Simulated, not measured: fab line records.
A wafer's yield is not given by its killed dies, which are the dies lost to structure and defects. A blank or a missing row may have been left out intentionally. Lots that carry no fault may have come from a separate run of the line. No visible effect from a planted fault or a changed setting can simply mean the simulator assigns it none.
fab line records	flow n5Finfet
record lots=4	wafers=12	lastDay=17
route steps=1938 shown FIN_SAQP@90 FIN_CUT@165 BEOL_M4@1111 PASSIVATION@1936
lots that met no fault: taken from a fault-free run of the same line
startH: hours from the record's first day to the start of the lot's first wafer shown	waitH: hours since the lot's step before	" as in the row above	L1.1+2: one row covering several wafers at once	- no value, or no start was given	* or withheld: withheld	< > ~ a bound
route shown NAME@n: a module of which the file shows steps, and the number in the route of the first	usual: mean/standard deviation of fault-free wafers	same: alike in all rows	chamber/n: place in a boat	sites: per-site readings	_std_site: the values' standard deviation	_edge_site: outer sites' mean less inner sites'	radiusMm: how far each site lies from the wafer's centre	mask NAME#n: copy n	behind: the most recent tool/chamber to have shaped the wafer	hold: cause of the lot's hold/its duration in hours/its outcome	device: whichever transistor did not switch (one of n, p or np)	end of line: the route-end tests of the same wafers	a step without rows: its recipe alone	killed: not the wafer's yield, but the dies lost to structure and defects at the first sort	map: shows each die of a wafer: x if killed, . if not, _ if none is there
set.NAME: the setting that was run; set.NAME@STEP: the one run at that earlier step	model.NAME: the simulator's own value behind a step, which no gauge read
a table for each step, a row for each wafer; lots at some steps of the route
services: from which hour (startH, from the record's first day; less than 0 if before it) a tool's chamber was out of use, for how many hours, and why
## steps
# step N5_FIN_SAQP_PRECLEAN_42
# recipe chemistry=O3/DIW	timeS=60	tempC=22	o3Ppm=10
# step N5_FIN_SAQP_PRECLEAN_00
# recipe chemistry=SC1	timeS=60	tempC=55	mix=1:2:50
# step N5_FIN_SAQP_PRECLEAN_44
# recipe chemistry=SC2	timeS=45	tempC=35	mix=1:1:50
# step N5_FIN_SAQP_SRD_01
# recipe dry=ipaMarangoni	timeS=30	tempC=23	rinseLiquid=diw
# step N5_FIN_SAQP_ALD_61
# recipe material=SiO2	targetThkA=40	tempC=300	aldPrecursorFamily=BDEAS	aldCoReactant=O2-plasma	pulseTimeS=1	purgeTimeS=2	coReactantPurgeTimeS=2	aldCycles=43	pressureTorr=2
# step N5_FIN_SAQP_DENSIFY_62
# recipe tempC=700	timeS=60	ambient=N2	idleTempC=600	rampUpCPerS=150	rampDownCPerS=60	coolToC=600
# step N5_FIN_SAQP_HM_DEP_03
# recipe material=SiNx	targetThkA=380	tempC=400	precursor=SiH4/NH3/N2	pressureTorr=1.5	rfW=300	timeS=33.6
# step N5_FIN_SAQP_PECVD_47
# recipe material=a-Si	targetThkA=450	tempC=400	precursor=SiH4/He	pressureTorr=3	rfW=100	timeS=36.3
# step N5_FIN_SAQP_PECVD_48
# recipe material=SiNx	targetThkA=250	tempC=400	precursor=SiH4/NH3/N2	pressureTorr=1.5	rfW=300	timeS=22.1
# step N5_FIN_SAQP_PECVD_06
# recipe material=a-Si	targetThkA=600	tempC=400	precursor=SiH4/He	pressureTorr=3	rfW=100	timeS=48.1
# step N5_FIN_SAQP_HM_DEP_72
# recipe material=SiO2	targetThkA=120	tempC=400	precursor=SiH4/N2O	pressureTorr=0.75	rfW=275	timeS=7.2
# usual chamberPressureTorr=0.7499/0.0016	heaterPowerW=789/74	rfFwdPowerW=272.8/0.99	showerheadPlenumPTorr=8.11/0.1
lot.wafer	tool	chamber	startH	waitH	chamberPressureTorr	heaterPowerW	rfFwdPowerW	showerheadPlenumPTorr
L563.3	pecvd-03	2	28.04	0.0	0.7508	808	271.9	8.17
L563.5	"	0	"	"	0.7478	925	271.9	8.04
L563.6	"	1	"	"	0.7498	764	270.7	7.99
L564.1	pecvd-03	1	33.09	0.0	0.7507	774	271.8	7.97
L564.4	"	0	"	"	0.7494	846	273.1	8.02
L564.6	"	2	"	"	0.7499	791	273.6	8.18
L565.2	pecvd-03	2	39.12	0.0	0.7502	727	273.7	8.15
L565.4	"	1	"	"	0.7505	785	272.4	8.01
L565.6	"	0	"	"	0.7495	884	274.4	8.03
L580.1	pecvd-02	1	129.01	0.0	0.7486	782	272.6	8.01
L580.2	"	0	"	"	0.7516	746	270.7	8.16
L580.4	"	0	"	"	0.7497	752	271.4	8.16
# step N5_FIN_SAQP_COAT_49
# recipe resist=SOC	tempC=250	timeS=60	spinRpm=1500	resistThkNm=100
# step N5_FIN_SAQP_COAT_50
# recipe resist=SiARC	tempC=220	timeS=60	spinRpm=1500	resistThkNm=35
# step N5_FIN_SAQP_COAT_10
# recipe resist=CAR-ArF	spinRpm=1500	resistThkNm=90
# step N5_FIN_SAQP_EBR_12
# recipe solvent=PGMEA	ebrWidthMm=1.5
# step N5_FIN_SAQP_SOFTBAKE_11
# recipe tempC=110	timeS=60	resist=CAR-ArF
# step N5_FIN_SAQP_EXPOSE_13
# recipe maskId=FIN_CORE	na=1.35	sourceShape=dipole	sigmaInner=0.538	sigmaOuter=0.738	polarization=te	targetCdNm=35.6	doseMj=63.25
# step N5_FIN_SAQP_PEB_14
# recipe pebTempC=withheld	pebTimeS=60	resist=CAR-ArF
# step N5_FIN_SAQP_DEVELOP_15
# recipe developTimeS=30	developer=TMAH	resist=CAR-ArF	devTempC=23	rinseLiquid=diw	dry=airSpin
# step N5_FIN_SAQP_INSPECT_18
# recipe mode=adi	inspectInstrument=brightfield
# usual rawDefectCount=412/100
lot.wafer	tool	chamber	startH	waitH	rawDefectCount
L563.3	defectInspect-01	-	28.55	0.0	370
L563.5	"	-	"	"	442
L563.6	"	-	"	"	420
L564.1	defectInspect-02	-	33.62	0.0	374
L564.4	"	-	"	"	1217
L564.6	"	-	"	"	306
L565.2	defectInspect-02	-	39.64	0.0	254
L565.4	"	-	"	"	256
L565.6	"	-	"	"	1173
L580.1	defectInspect-01	-	129.40	0.0	363
L580.2	"	-	"	"	292
L580.4	"	-	"	"	464
# step N5_FIN_SAQP_DESCUM_21
# recipe chemistry=O2	timeS=7.9	sourcePowerW=50	biasPowerW=20	pressureMtorr=20	rfFrequencyHz=2.712e+07	tempC=40	resist=CAR-ArF	o2FlowSccm=225
# step N5_FIN_SAQP_ETCH_51
# recipe chemistry=CF4	target=SiARC	targetDepthA=455	maskMaterial=CAR-ArF	timeS=75.8	ionEnergyEv=80	pressureMtorr=40	sourceW=545	biasW=36	Ar_flow_sccm=100	cf4FlowSccm=100	ends=cleared
# step N5_FIN_SAQP_ETCH_52
# recipe chemistry=N2/H2	target=SOC	targetDepthA=1000	overetchA=200	maskMaterial=SiARC	tempC=40	timeS=150	ionEnergyEv=200	pressureMtorr=30	sourceW=840	biasW=150	n2FlowSccm=200	h2FlowSccm=200	ends=endPoint
# step N5_FIN_SAQP_STRIP_53
# recipe chemistry=N2/H2	tempC=40	n2FlowSccm=200	h2FlowSccm=200	rfFrequencyHz=6e+07
# step N5_FIN_SAQP_HM_OPEN_73
# recipe chemistry=CHF3/O2	target=SiO2	stopOn=a-Si	targetDepthA=120	overEtchFrac=1.8	maskMaterial=SOC	timeS=16.8	pressureMtorr=30	sourceW=650	biasW=170	Ar_flow_sccm=200	CHF3_flow_sccm=50	O2_flow_sccm=5	ionEnergyEv=200	ends=endPoint
# step N5_FIN_SAQP_STRIP_74
# recipe chemistry=CHF3/O2	resist=SiARC	rfFrequencyHz=6e+07
# step N5_FIN_SAQP_MANDREL_ETCH_22
# recipe targetDepthA=600	chemistry=HBr/Cl2	target=a-Si	stopOn=SiNx	btTimeS=10	overEtchFrac=0.5	timeS=30	pressureMtorr=10	icpW=800	biasW=75	HBr_flow_sccm=150	Cl2_flow_sccm=80	ends=endPoint
# step N5_FIN_SAQP_STRIP_55
# recipe chemistry=N2/H2	powerW=500	tempC=40	pressureMtorr=50	rfFrequencyHz=6e+07	overashFraction=0.3	biasPowerW=28	h2Frac=0.5	n2FlowSccm=300	h2FlowSccm=300
# step N5_FIN_SAQP_STRIP_23
# recipe chemistry=SPM	timeS=750	tempC=130	h2so4H2o2VolRatio=4
# step N5_FIN_SAQP_SRD_66
# recipe dry=ipaMarangoni	timeS=30	tempC=23	rinseLiquid=diw
# step N5_FIN_SAQP_RECESS_75
# recipe chemistry=HF/NH3	target=SiO2	targetDepthA=144	afsCycles=3	tempC=30	sublimationTempC=180	sublimationTimeS=60
# step N5_FIN_SAQP_SPACER1_ALD_24
# recipe material=SiO2	targetThkA=203	tempC=300	aldPrecursorFamily=BDEAS	aldCoReactant=O2-plasma	pulseTimeS=1	purgeTimeS=2	coReactantPurgeTimeS=2	aldCycles=218	pressureTorr=2
# step N5_FIN_SAQP_SPACER1_ETCHBACK_25
# recipe chemistry=CHF3/O2	mode=anisotropicEtchback	target=SiO2	targetDepthA=244	timeS=12.2	pressureMtorr=30	sourceW=650	biasW=170	Ar_flow_sccm=200	CHF3_flow_sccm=50	O2_flow_sccm=5	ionEnergyEv=200
# step N5_FIN_SAQP_MANDREL1_REMOVE_56
# recipe chemistry=HBr/Cl2/O2	btTimeS=10	target=a-Si	stopOn=SiNx	endpoint=OES-SiCl	overEtchFrac=1	icpW=600	biasW=22	HBr_flow_sccm=150	Cl2_flow_sccm=80	O2_flow_sccm=5	pressureMtorr=10
# step N5_FIN_SAQP_ETCH_57
# recipe chemistry=CH3F/O2	target=SiNx	maskMaterial=SiO2	targetDepthA=325	timeS=46.4	pressureMtorr=30	sourceW=395	biasW=73	Ar_flow_sccm=150	CH3F_flow_sccm=30	O2_flow_sccm=20	ionEnergyEv=120	ends=cleared
# step N5_FIN_SAQP_ETCH_65
# recipe chemistry=CF4	target=SiO2	targetDepthA=40	ionEnergyEv=350	timeS=4.4	pressureMtorr=10	icpW=800	biasW=400	cf4FlowSccm=80
# step N5_FIN_SAQP_MANDREL_ETCH_58
# recipe chemistry=HBr/Cl2	target=a-Si	targetDepthA=450	btTimeS=10	stopOn=SiNx	maskMaterial=SiO2	overEtchFrac=0.8	timeS=27	pressureMtorr=10	icpW=800	biasW=75	HBr_flow_sccm=150	Cl2_flow_sccm=80	ends=endPoint
# step N5_FIN_SAQP_INSPECT_40
# recipe inspectInstrument=brightfield	mode=aei
# usual rawDefectCount=223/57
lot.wafer	tool	chamber	startH	waitH	rawDefectCount
L563.3	defectInspect-01	-	33.11	0.0	277
L563.5	"	-	"	"	370
L563.6	"	-	"	"	250
L564.1	defectInspect-01	-	39.12	0.0	174
L564.4	"	-	"	"	1061
L564.6	"	-	"	"	136
L565.2	defectInspect-02	-	44.66	0.0	155
L565.4	"	-	"	"	168
L565.6	"	-	"	"	1008
L580.1	defectInspect-01	-	134.62	0.0	245
L580.2	"	-	"	"	160
L580.4	"	-	"	"	199
# step N5_FIN_CUT_INSPECT_10
# recipe mode=adi	inspectInstrument=brightfield
# usual rawDefectCount=41/11
lot.wafer	tool	chamber	startH	waitH	rawDefectCount
L563.3	defectInspect-01	-	33.62	0.0	60
L563.5	"	-	"	"	74
L563.6	"	-	"	"	57
L564.1	defectInspect-01	-	39.51	0.1	35
L564.4	"	-	"	"	879
L564.6	"	-	"	"	28
L565.2	defectInspect-01	-	45.05	0.0	26
L565.4	"	-	"	"	19
L565.6	"	-	"	"	870
L580.1	defectInspect-02	-	135.14	0.1	41
L580.2	"	-	"	"	26
L580.4	"	-	"	"	49
# step N5_BEOL_M4_RC_MEAS_101
# usual DIBL_N=35.8/1.5	DIBL_P=35.8/1.7	IOFF_N=0.151/0.022	IOFF_P=0.204/0.027	ION_N=673/8.6	ION_P=462/5.4	SS_N=71.4/0.54	SS_P=73.3/0.56	VT_N=250.5/2.6	VT_P=-251/3.1
lot.wafer	tool	chamber	startH	waitH	DIBL_N[mV/V]	DIBL_P[mV/V]	IOFF_N[nA/um]	IOFF_P[nA/um]	ION_N[uA/um]	ION_P[uA/um]	SS_N[mV/dec]	SS_P[mV/dec]	VT_N[mV]	VT_P[mV]
L563.3	prober-01	0	195.32	0.3	35.2	33.9	0.131	0.164	672	458	70.5	72.7	249.1	-253
L563.5	"	0	"	"	37.5	36.9	0.159	0.215	677	462	71.4	73.7	251.0	-250
L563.6	"	0	"	"	36.2	35.6	0.152	0.192	676	461	71.3	72.9	250.0	-253
L565.2	prober-02	0	197.12	0.2	36.6	37.4	0.172	0.219	670	461	71.6	72.9	248.4	-249
L565.4	"	0	"	"	35.1	36.4	0.140	0.197	667	461	71.8	73.1	251.0	-253
L565.6	"	0	"	"	34.7	36.2	0.134	0.186	675	465	71.7	72.6	248.4	-252
L564.1	prober-02	0	199.87	0.0	37.0	38.9	0.202	0.242	684	463	72.8	73.7	247.2	-244
L564.4	"	0	"	"	35.1	37.1	0.163	0.214	677	465	71.5	73.5	249.5	-248
L564.6	"	0	"	"	38.0	40.0	0.222	0.257	690	465	72.7	73.8	245.0	-248
L580.1	prober-02	0	293.83	0.0	31.6	32.1	0.116	0.161	668	458	70.9	72.9	254.1	-254
L580.2	"	0	"	"	31.5	31.7	0.112	0.161	670	457	70.5	72.4	254.8	-254
L580.4	"	0	"	"	32.0	32.4	0.121	0.170	671	458	71.5	72.2	253.6	-251
# step N5_PASSIVATION_PROBE_49
# usual defectLimitedYield=91.3/1.4	killed_at_M0_to_M3=33/10	killed_at_M4_up=15/6.1	killedAtContacts=12/6.7	killedAtFrontEnd=39/11	killedAtOther=4/3.3	killedDies=103/16	killedOnRim=14/4	killedOpen=68/12	killedShort=34/7.2	sort_bin_5_function=5.1/0.88	sort_bin_6_memory=3.3/0.67	sortNPass=1077/16	sortYieldPct=91.3/1.4
# same grossDies=1180	killedAtBackSide=0	sort_bin_4_leakage[%]=0	sort_bin_8_speed[%]=0
lot.wafer	tool	chamber	startH	waitH	defectLimitedYield[%]	killed_at_M0_to_M3	killed_at_M4_up	killedAtContacts	killedAtFrontEnd	killedAtOther	killedDies	killedOnRim	killedOpen	killedShort	sort_bin_5_function[%]	sort_bin_6_memory[%]	sortNPass	sortYieldPct[%]
L563.3	prober-02	-	292.95	0.1	92.0	22	14	13	40	5	94	11	59	31	4.3	3.3	1086	92.0
L563.5	prober-02	-	293.05	0.2	90.6	26	13	3	68	1	111	14	70	39	4.6	4.1	1069	90.6
L563.6	prober-02	-	293.10	0.3	92.7	19	17	7	43	0	86	8	46	40	4.7	2.5	1094	92.7
L564.1	prober-02	-	309.90	0.0	91.4	26	23	15	33	5	102	12	62	35	4.7	3.3	1078	91.4
L564.4	prober-02	-	310.05	0.2	78.8	35	13	13	188	1	250	12	71	29	12.9	5.2	930	78.8
L564.6	prober-02	-	310.15	0.3	93.6	30	13	11	22	0	76	11	52	21	3.6	2.6	1104	93.6
L565.2	prober-02	-	317.00	0.1	92.2	23	5	13	47	4	92	9	65	27	4.7	2.9	1088	92.2
L565.4	prober-02	-	317.10	0.2	90.9	32	9	4	55	7	107	15	71	36	4.7	4.1	1073	90.9
L565.6	prober-02	-	317.20	0.3	81.9	12	12	7	178	5	214	10	49	26	11.5	3.5	966	81.9
L580.1	prober-02	-	402.21	0.0	91.5	38	15	8	33	6	100	12	68	32	4.4	4.1	1080	91.5
L580.2	prober-02	-	402.26	0.1	90.2	31	19	12	49	5	116	18	76	40	5.5	3.9	1064	90.2
L580.4	prober-02	-	402.36	0.2	89.7	37	11	12	54	7	121	15	81	35	5.3	4.4	1059	89.7
# killed by level:class
L563.3 MOL_CONTACT_COAG:geometricParticle:open=9 BEOL_M3:geometricParticle:open=8 FIN_SAQP:geometricParticle:short=8 GATE_CUT:geometricParticle:short=8 BEOL_M4:geometricParticle:open=8 GATE_CUT:geometricParticle:open=7 MOL_CONTACT_COAG:geometricParticle:short=4 BEOL_M0_SAQP:geometricParticle:open=4
L563.5 GATE_CUT:geometricParticle:open=13 STI_FIN_REVEAL:geometricParticle:open=12 BEOL_M3:geometricParticle:open=11 GATE_CUT:geometricParticle:short=8 FIN_SAQP:geometricParticle:short=7 DUMMY_GATE:geometricParticle:open=6 BEOL_M1:geometricParticle:open=6 BEOL_M4:geometricParticle:open=6
L563.6 STI_FIN_REVEAL:geometricParticle:open=10 FIN_SAQP:geometricParticle:short=9 GATE_CUT:geometricParticle:short=7 BEOL_M3:geometricParticle:open=6 BEOL_M4:geometricParticle:open=6 BEOL_M4:geometricParticle:short=5 DUMMY_GATE:geometricParticle:open=4 MOL_CONTACT_COAG:geometricParticle:open=4
L564.1 MOL_CONTACT_COAG:geometricParticle:open=12 BEOL_M4:geometricParticle:open=11 BEOL_M1:geometricParticle:open=10 BEOL_M0_SAQP:geometricParticle:open=5 FIN_SAQP:geometricParticle:short=4 STARTING-WAFER:geometricParticle:short=4 SPACER0:geometricParticle:short=3 GATE_CUT:geometricParticle:open=3
L564.4 FIN_SAQP:unspecified=150 BEOL_M2:geometricParticle:open=15 FIN_SAQP:geometricParticle:open=10 MOL_CONTACT_COAG:geometricParticle:open=10 FIN_SAQP:geometricParticle:short=8 GATE_CUT:geometricParticle:short=6 BEOL_M0_SAQP:geometricParticle:open=6 BEOL_M1:geometricParticle:open=6
L564.6 MOL_CONTACT_COAG:geometricParticle:open=10 BEOL_M2:geometricParticle:open=6 BEOL_M1:geometricParticle:open=5 BEOL_M3:geometricParticle:open=5 STI_FIN_REVEAL:geometricParticle:open=4 BEOL_M1:geometricParticle:short=4 BEOL_M3:geometricParticle:short=4 BEOL_M4:geometricParticle:short=4
L565.2 FIN_SAQP:geometricParticle:open=14 MOL_CONTACT_COAG:geometricParticle:open=12 FIN_SAQP:geometricParticle:short=10 DUMMY_GATE:geometricParticle:open=8 BEOL_M2:geometricParticle:open=7 BEOL_M1:geometricParticle:open=6 STARTING-WAFER:geometricParticle:open=5 BEOL_M4:geometricParticle:open=3
L565.4 FIN_SAQP:geometricParticle:open=19 BEOL_M1:geometricParticle:open=12 FIN_SAQP:geometricParticle:short=6 SPACER0:geometricParticle:short=4 ILD0:geometricParticle:short=4 STARTING-WAFER:geometricParticle:short=4 BEOL_M0:geometricParticle:open=4 BEOL_M2:geometricParticle:open=4
L565.6 FIN_SAQP:unspecified=139 FIN_SAQP:geometricParticle:open=11 FIN_SAQP:geometricParticle:short=8 BEOL_M4:geometricParticle:open=6 MOL_CONTACT_COAG:geometricParticle:open=5 DUMMY_GATE:geometricParticle:open=4 STI_FIN_REVEAL:geometricParticle:open=3 GATE_CUT:geometricParticle:open=3
L580.1 BEOL_M0_SAQP:geometricParticle:open=14 STI_FIN_REVEAL:geometricParticle:open=10 BEOL_M0_SAQP:geometricParticle:short=8 FIN_SAQP:geometricParticle:open=7 BEOL_M4:geometricParticle:open=7 FIN_SAQP:geometricParticle:short=6 BEOL_M1:geometricParticle:open=6 MOL_CONTACT_COAG:geometricParticle:open=5
L580.2 FIN_SAQP:geometricParticle:open=14 BEOL_M4:geometricParticle:open=13 BEOL_M0_SAQP:geometricParticle:short=10 STI_FIN_REVEAL:geometricParticle:open=9 MOL_CONTACT_COAG:geometricParticle:open=9 FIN_SAQP:geometricParticle:short=6 BEOL_M2:geometricParticle:open=6 STI_FIN_REVEAL:geometricParticle:short=5
L580.4 STI_FIN_REVEAL:geometricParticle:open=14 FIN_SAQP:geometricParticle:open=13 FIN_SAQP:geometricParticle:short=11 MOL_CONTACT_COAG:geometricParticle:open=11 BEOL_M3:geometricParticle:open=11 BEOL_M2:geometricParticle:open=8 BEOL_M0:geometricParticle:open=6 BEOL_M0_SAQP:geometricParticle:open=4
# map L564.4 (x killed, . not)
_________________.....x......________________
______________.................._____________
___________......x.x...............__________
__________...............x.x.....x.._________
________...........x.....x............_______
_______.x..............x............x..______
______...........xx....x................_____
_____..x......x.....x...x...............x____
____........x.....xxxxxx........x.........___
___..x.........xxxxxxxxxx.....x.....x......__
___........x..xxxxxxxxxxxx..........x......__
__.xx..x......xxxxxxxxxxxxx.x..x..x........._
__............xxxxxxxxxxxxx.x.xx............_
_..........xxxxxxxxxxxxxxx.x..x.x............
_.........xxx.xxxxxxxxxxxxx.xx..x............
_..x.x......x.xxxxxxxxxxxx..x...x.......xx...
_x.x...x.....xxxxxxxxxxxxx......x............
_....x.....x.xx.xxxxxxxxxxx......x....x......
_............x.xx..xxxxxxx..x.......x........
_........x...x.xx.x.xxx.x....x........x......
_..............xx.xxx.x...x..................
__.............x.x....x...........x........._
__.......................x......x......x...._
___......xxx.......................x..x...x__
___.......x...........x.....x..............__
____...x...x......................x.......___
_____x..........x.x..................x...____
______....x........x...................._____
_______........x.............x.........______
________..xx...................xx....._______
__________........x..........x..x..._________
___________......x.................__________
______________..x.x......x....x._____________
_________________x..x........________________
# map L565.6 (x killed, . not)
_________________............________________
______________.................x_____________
___________..x...............x....x__________
__________.........................._________
________..........xx...x..xx...x......_______
_______............x...................______
______......x.........x........x........_____
_____........x....x....x.......x.........____
____x.........x.xxxxx..x.x................___
___..........x.xx...xx....xx..x.....x......__
___........x..xxxxxxxxxxxxx................__
__..x..........xxxxxxxxxxx.............x.x.._
__...........xxxxxxxxxxxxx...xx.....x......._
_.....xx...xxxxxxxxxxxxxxxx.x................
_...........xxxxxxxxxxxxx.x................x.
_x.xxx.x..x.xxxxxxxxxxxxxx..................x
_...........x.xxxxxxxxxxxxx.x........x.......
_..............xxxxxxxxxx...............x....
_...x......x...xxxxxxxxxx....................
_.............xxx..xx..x.....................
_.xx.....x.........x.x...............x.x.....
__...................xx....................._
__...............................x......x..._
___......xx.........xx.....................__
___.............................x.......x..__
____........x............x.........x.....x___
_____...................x..x.x.x......x..____
______.................x...x............_____
_______................................______
________.............................._______
__________.....xx....x.............._________
___________........................__________
______________..x........x......_____________
_________________...x........________________
## services
tool	chamber	startH	hours	kind
pecvd-02	-	8.86	1.3	repair
pecvd-02	-	14.08	0.3	repair
pecvd-02	-	34.65	6.0	pm
pecvd-03	0	71.59	5.5	scheduledDown
pecvd-02	-	72.10	6.9	repair
pecvd-03	1	83.02	2.1	scheduledDown
pecvd-03	-	104.19	1.8	repair
## key
firstSign step=N5_FIN_SAQP_INSPECT_18	reading=rawDefectCount	direction=up	sigmas=7.8	usual=412	struck=1195
effect step=N5_FIN_SAQP_INSPECT_40	reading=rawDefectCount	direction=up	sigmas=14	usual=223	struck=1034
effect step=N5_FIN_CUT_INSPECT_10	reading=rawDefectCount	direction=up	sigmas=74	usual=41	struck=874
effect step=N5_PASSIVATION_PROBE_49	reading=killedAtFrontEnd	direction=up	sigmas=13	usual=39	struck=183
moreKillsBornAt N5_FIN_SAQP_HM_DEP_72@pecvd-03=289
metAt N5_FIN_SAQP_HM_DEP_72
struckWafers L564.4,L565.6
onsetBetween 28.04 33.09
fault kind=chamberParticleSource	tool=pecvd-03	chamber=0	onsetH=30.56	steps=N5_FIN_SAQP_HM_DEP_72	ratePerVisitCm2=1.3528	endH=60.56
